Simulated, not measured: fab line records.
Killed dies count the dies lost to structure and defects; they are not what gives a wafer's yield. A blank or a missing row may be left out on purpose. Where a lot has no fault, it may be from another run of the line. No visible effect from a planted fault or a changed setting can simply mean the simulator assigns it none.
Struck lot and sound lot, side by side :: flow n5_finfet :: 27 out of 1938 route steps
Sound: wafers L456.3, L456.4, L456.6. The struck wafers were L454.1, L454.3, L454.4. At the end, the cause is stated.
Per side, at each step with rows, come the tool, then ch with its chambers, and then its first start. Under that, the readings that differ: sound wafers :: struck wafers :: difference of the means :: sigmas: that difference in standard deviations of wafers without a fault.
alike: readings whose means differ by less than 2 such deviations, and words and numbers that are the same on both sides. not compared: withheld readings, readings that some wafer has no value for, bounds like >300 that may hide the same value, and numbers for which the record gives no deviation and whose values overlap.
A row with sigmas, a row that says differs or no value, or rows on one side alone: a step with any of these is where the two part. Numbers that don't overlap but have no deviation are shown without sigmas and don't part them. Lack of a reading on every wafer of one side parts them only where that side has two or more wafers.

first, 10 steps without rows for these wafers: N5_BEOL_M2_DESCUM_16 (chemistry O2, time 7 s); N5_BEOL_M2_ETCH_74 (etches underlayer in N2/H2, target depth 6.5 nm, time 5.2 s); N5_BEOL_M2_ETCH_63 (etches SiARC in CF4, target depth 15.6 nm, time 26 s); N5_BEOL_M2_ETCH_64 (etches SOC in N2/H2, target depth 75 nm, overetch 22.5 nm, time 121.9 s); N5_BEOL_M2_STRIP_65 (strips in N2/H2); N5_BEOL_M2_STRIP_75 (strips in N2/H2); N5_BEOL_M2_STRIP_66 (strips in CF4); N5_BEOL_M2_HM_OPEN_17 (chemistry Cl2/BCl3, target TiN, target depth 20 nm, overetch 6 nm); N5_BEOL_M2_STRIP_19 (strips in O2); N5_BEOL_M2_COAT_67 (time 60 s, resist thk 60 nm).
N5_BEOL_M2_COAT_68: time 60 s, resist thk 12 nm.
  sound on litho_track-05 ch 0, day 12 16:46; struck on litho_track-03 ch 0, day 12 05:12
reading: spin_speed_rpm (rpm)
sound: 1498.9 1499.6 1500.1
struck: 1269.7 1271.5 1270.6
difference: -228.9
sigmas: -99 or more

reading: model.SiARC_of_BEOL_M2_COAT_68.thk_nm (nm)
sound: 12 12 12
struck: 13 13 13
difference: +1
sigmas: 
  alike: plate_temp_C
then, 9 steps without rows for these wafers: N5_BEOL_M2_COAT_76 (time 60 s, resist thk 5 nm); N5_BEOL_M2_COAT_22 (resist thk 30 nm); N5_BEOL_M2_EBR_24; N5_BEOL_M2_SOFTBAKE_23 (time 60 s); N5_BEOL_M2_EXPOSE_25 (exposes mask V1, defocus 5 nm); N5_BEOL_M2_PEB_26 (peb time 60 s); N5_BEOL_M2_DEVELOP_27 (develop time 30 s); N5_BEOL_M2_DESCUM_33 (chemistry O2, time 7 s); N5_BEOL_M2_ETCH_77 (etches underlayer in N2/H2, target depth 6.5 nm, time 5.2 s).
N5_BEOL_M2_ETCH_69: etches SiARC in CF4, target depth 15.6 nm, time 26 s.
  sound on rie_diel-05 ch 0,1, day 12 17:29; struck on rie_diel-05 ch 0,1,2, day 12 06:03
reading: etch_rf_on_time_s (s)
sound: 27.7 27.4 27.4
struck: 30.0 28.1 29.8
difference: +1.8
sigmas: +2

reading: model.etch.depth_nm (nm)
sound: 12.02 12.05 11.99
struck: 13.01 13.02 13.02
difference: +1.00
sigmas: 

reading: model.CAR-EUV_of_BEOL_M2_COAT_22.thk_nm (nm)
sound: 11.2 11.2 11.2
struck: 10.2 10.2 10.2
difference: -1.0
sigmas: 
  alike: bias_w, drypump_motor_current_A, oes_product_au, rf_vpp_V, showerhead_plenum_p_Torr, throttle_valve_pct
  not compared: rf_hours_counter_h
then, 1 step without rows for these wafers: N5_BEOL_M2_ALD_98 (deposits SiO2, target thk 2.5 nm, pulse time 1 s, co reactant pulse time 1 s).
N5_BEOL_M2_ETCHBACK_99: etches SiO2 in CHF3, target depth 5 nm, time 10.4 s.
  sound on rie_diel-02 ch 0,1, day 12 18:47; struck on rie_diel-01 ch 0,2,3, day 12 12:21
reading: model.CAR-EUV_of_BEOL_M2_COAT_22.thk_nm (nm)
sound: 10.4 10.4 10.4
struck: 9.6 9.4 9.4
difference: -0.9
sigmas: 
  alike: bias_w, drypump_motor_current_A, oes_product_au, rf_vpp_V, showerhead_plenum_p_Torr, throttle_valve_pct
  not compared: rf_hours_counter_h
N5_BEOL_M2_ETCH_70: etches SOC in N2/H2, target depth 80 nm, overetch 24 nm, time 130 s.
  sound on rie_diel-02 ch 0,1, day 12 18:49; struck on rie_diel-01 ch 0,2,3, day 12 12:23
reading: rf_vpp_V (V)
sound: 520.0 522.8 519.5
struck: 527.1 523.0 527.8
difference: +5.2
sigmas: +2

reading: model.SiARC_of_BEOL_M2_COAT_68.thk_nm (nm)
sound: 6 6.2 6
struck: 6.8 7 7
difference: +0.9
sigmas: 
  alike: bias_w, drypump_motor_current_A, oes_product_au, showerhead_plenum_p_Torr, throttle_valve_pct
  not compared: rf_hours_counter_h
then, 1 step without rows for these wafers: N5_BEOL_M2_STRIP_71 (strips in N2/H2).
N5_BEOL_M4_RC_MEAS_101:
  sound on prober-02 ch 0, day 14 07:01; struck on prober-01 ch 0, day 13 21:16
reading: IOFF_P (nA/um)
sound: 0.10 0.18 0.14
struck: 0.27 0.25 0.20
difference: +0.10
sigmas: +2

reading: ION_P (uA/um)
sound: 438 456 453
struck: 481 468 458
difference: +20
sigmas: +2

reading: VT_N (mV)
sound: 261 256 256
struck: 243 246 250
difference: -11
sigmas: -3

reading: VT_P (mV)
sound: -263 -255 -258
struck: -242 -246 -251
difference: +12
sigmas: +3
  alike: DIBL_N, DIBL_P, IOFF_N, ION_N, SS_N, SS_P
next, for these wafers, 1 step has no rows: N5_PASSIVATION_PROBE_49.

## WHERE THEY PART
At N5_BEOL_M2_COAT_68 first; at N5_BEOL_M4_RC_MEAS_101 last (within this record only).

WHY: the cause the simulator had injected
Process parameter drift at N5_BEOL_M2_COAT_68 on litho_track-03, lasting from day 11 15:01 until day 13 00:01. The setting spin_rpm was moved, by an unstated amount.
